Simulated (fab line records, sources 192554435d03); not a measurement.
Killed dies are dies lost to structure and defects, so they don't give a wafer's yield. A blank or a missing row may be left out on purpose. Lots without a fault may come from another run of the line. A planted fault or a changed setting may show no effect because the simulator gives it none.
Chamber matching | flow n5_finfet | N5_MOL_CONTACT_COAG_ALD_123 on ald_sin-01: 4 sister chambers
The step deposits SiNx, target thk 5 nm, pulse time 1 s, purge time 2 s. 8 wafers are shown with their chamber, then 7 later ones without.

WAFERS WITH THEIR CHAMBER
wafer  | chamber | heater_power_w (W) | chamber_pressure_Torr (Torr)
L084.5 | 0       | 764                | 2.003
L085.3 | 1       | 717                | 2.006
L085.4 | 2       | 1009               | 2.002
L087.2 | 3       | 829                | 2.007
L087.5 | 3       | 832                | 2.004
L087.6 | 0       | 760                | 1.998
L090.1 | 2       | 1016               | 2.002
L090.3 | 1       | 712                | 1.995

WAFERS WITHOUT THEIR CHAMBER
wafer  | heater_power_w (W) | chamber_pressure_Torr (Torr)
L090.4 | 761                | 2.008
L093.1 | 696                | 2.006
L093.2 | 768                | 2.000
L093.3 | 996                | 1.999
L096.1 | 702                | 2.000
L096.2 | 755                | 2.004
L096.6 | 824                | 1.994

WHICH CHAMBER EACH WENT THROUGH
wafer  | from the rows above | in truth
L090.4 | 0                   | 0
L093.1 | 1                   | 1
L093.2 | 0                   | 0
L093.3 | 2                   | 2
L096.1 | 1                   | 1
L096.2 | 0                   | 0
L096.6 | 3                   | 3
Placed correctly: 7 of 7. Can't be placed from these rows: 0. Placed wrongly: 0.
How it was worked out, from the rows above alone: a wafer's distance from a chamber is the root of the sum, over the readings, of the square of ((its reading less the chamber's mean) divided by the reading's scatter). The wafer belongs to the nearest chamber; if the next one is less than 2 further off, it can't be placed. A chamber's mean is the mean of its shown wafers. The scatter: the root of (the sum of the squares of (reading less its chamber's mean) over the shown wafers, divided by (wafers less chambers)).
